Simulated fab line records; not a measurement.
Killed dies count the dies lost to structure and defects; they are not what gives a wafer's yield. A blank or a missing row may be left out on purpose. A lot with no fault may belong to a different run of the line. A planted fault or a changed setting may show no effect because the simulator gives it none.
8D (eight disciplines) problem report, filled in by code || flow nandHarc || the parts of the form that need people (team, actions taken, sign-off) are left out

1. THE PROBLEM
runLengthS at NHARC_A_M1_ETCH_35 reads a mean of 53.6 s on 1 wafer of 1 lot; wafers without a fault read 65.4 s with a standard deviation of 0.46. Measured from the usual mean, that is -26 standard deviations.
The step: etches the open film in N2/H2, target depth 40 nm, overetch 12 nm, time 43.94 s.
First observed at day 24 06:22: wafer L808.6, on rieDiel-12. The record has a number at this step for 39 wafers belonging to 13 lots. Rule for "out", or "out of limits": more than 4 standard deviations from the usual mean. The rest of the wafers with a number are treated as sound.

2. WHAT IT IS, AND WHAT IT ISN'T
{"question": "which readings at this step", "is": "runLengthS", "is not": "drypumpMotorCurrentA, oesProductAu, rfVppV, showerheadPlenumPTorr, throttleValvePct"}
{"question": "which lots", "is": "L808", "is not": "L804, L805, L810, L818, L819, L820, L821, L822, L823, L824, L825, L826"}
{"question": "which wafers of those lots", "is": "L808.6", "is not": "L808.2, L808.4"}
{"question": "read on which tools", "is": "rieDiel-12", "is not": "rieDiel-01, rieDiel-10"}
{"question": "when", "is": "from day 24 06:22", "is not": "up to then (8 sound wafers); but 30 sound wafers of L810, L818, L819, L820, L821, L822, L823, L824, L825, L826 came after"}

3. WHAT RULES OUT EACH SUSPECT
Counting: any tool at a process step up to the reading remains a suspect provided it ran every lot that is out. Sound lots after the first of them don't rule it out here, since some wafers of a struck lot are sound.
- pvdSputter-01 at NHARC_A_M0_PVD_20 (deposits TaN, target thk 5 nm, time 8.06 s): kept. The lot that is out, L808, ran on it at day 24 06:11; the last sound lot it ran before that was L804, at day 22 18:41. Because NHARC_A_M0_PVD_20 lacks a start for some lots, the hours and order of its lots are taken from NHARC_A_M1_OVL_MEAS_10.
- rieDiel-12 at NHARC_A_M1_ETCH_35 (etches the open film in N2/H2, target depth 40 nm, overetch 12 nm, time 43.94 s): kept. The lot that is out, L808, ran on it at day 24 06:22; the last sound lot it ran before that was L805, at day 23 14:44. Its own runLengthS readings are out on those wafers.
- Within rieDiel-12 at NHARC_A_M1_ETCH_35: the wafers that are out ran in chamber 3; their sound lot-mates ran in chambers 0, 2.
After counting, pvdSputter-01 at NHARC_A_M0_PVD_20 and rieDiel-12 at NHARC_A_M1_ETCH_35 remain.

4. THE CAUSE (what the simulator had put in)
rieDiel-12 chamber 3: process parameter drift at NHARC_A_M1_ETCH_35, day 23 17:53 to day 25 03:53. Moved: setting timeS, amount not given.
Counting left 2 suspects, and this tool is among them.

5. THE CHAIN OF EFFECTS, in route order
Each row: a reading whose mean over the struck wafers that have a number lies more than 3 standard deviations from the usual. Only readings for which the record gives a usual standard deviation are gone through. hours: the time from each lot's start at the first step in this table that gives one to its start at this step, as a median over the lots. sigmas: the change in usual standard deviations.
{"hours": 0, "step": "NHARC_A_M1_ETCH_35", "reading": "runLengthS", "usual": "65.4 s", "on struck wafers": 53.6, "change": -11.8, "sigmas": -26}
It contains these process steps:
- NHARC_A_M1_ETCH_35: etches the open film in N2/H2, target depth 40 nm, overetch 12 nm, time 43.94 s.

6. WHAT WOULD HAVE CAUGHT IT SOONER
In this record no reading fell out of limits until day 24 06:22, 12 hours after the fault had begun at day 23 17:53.
